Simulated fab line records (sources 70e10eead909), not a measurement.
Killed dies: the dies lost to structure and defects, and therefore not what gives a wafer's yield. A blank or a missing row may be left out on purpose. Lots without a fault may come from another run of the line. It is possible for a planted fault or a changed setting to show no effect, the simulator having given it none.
Matching of chambers / flow nand_harc / NHARC_P_CONTACT_CMP_01 on cmp-03 has 4 sister chambers
The step polishes SiO2, target thk 200 nm. 4 wafers are shown with their chamber, then 11 later ones without.

## EACH WAFER AND ITS CHAMBER
wafer=L079.6; chamber=3; motor_current_A (A)=12.4
wafer=L089.4; chamber=1; motor_current_A (A)=12.7
wafer=L089.6; chamber=0; motor_current_A (A)=12.4
wafer=L091.2; chamber=2; motor_current_A (A)=12.1

## WAFERS WHOSE CHAMBER IS MISSING
wafer=L091.5; motor_current_A (A)=12.6
wafer=L091.6; motor_current_A (A)=12.8
wafer=L093.3; motor_current_A (A)=13.1
wafer=L093.4; motor_current_A (A)=11.9
wafer=L093.5; motor_current_A (A)=13.0
wafer=L094.1; motor_current_A (A)=11.9
wafer=L094.5; motor_current_A (A)=12.2
wafer=L094.6; motor_current_A (A)=12.4
wafer=L096.3; motor_current_A (A)=12.2
wafer=L096.4; motor_current_A (A)=12.9
wafer=L096.6; motor_current_A (A)=12.6

## EACH ONE'S CHAMBER
wafer=L091.5; from the rows above=can't be placed: 1 or 0 or 3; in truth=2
wafer=L091.6; from the rows above=can't be placed: 1 or 0 or 3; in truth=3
wafer=L093.3; from the rows above=can't be placed: 1 or 0 or 3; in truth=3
wafer=L093.4; from the rows above=can't be placed: 2 or 0 or 3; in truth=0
wafer=L093.5; from the rows above=can't be placed: 1 or 0 or 3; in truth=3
wafer=L094.1; from the rows above=can't be placed: 2 or 0 or 3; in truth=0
wafer=L094.5; from the rows above=can't be placed: 2 or 0 or 3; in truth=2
wafer=L094.6; from the rows above=can't be placed: 0 or 3 or 1 or 2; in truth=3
wafer=L096.3; from the rows above=can't be placed: 2 or 0 or 3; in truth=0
wafer=L096.4; from the rows above=can't be placed: 1 or 0 or 3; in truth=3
wafer=L096.6; from the rows above=can't be placed: 1 or 0 or 3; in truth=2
0 of 11 placed correctly. Unplaceable from these rows: 11, with the true chamber sitting among the candidates in 9. Wrongly placed: 0.
How it was worked out, from the rows above alone: a wafer's distance from a chamber is the root of the sum, over the readings, of the square of ((its reading less the chamber's mean) divided by the reading's scatter). The wafer belongs to the nearest chamber; if the next one is less than 2 further off, it can't be placed. A chamber's mean is the mean of its shown wafers. The scatter: with one shown wafer a chamber, the root of the mean of the squares of how far each hidden wafer lies from its nearest shown one.
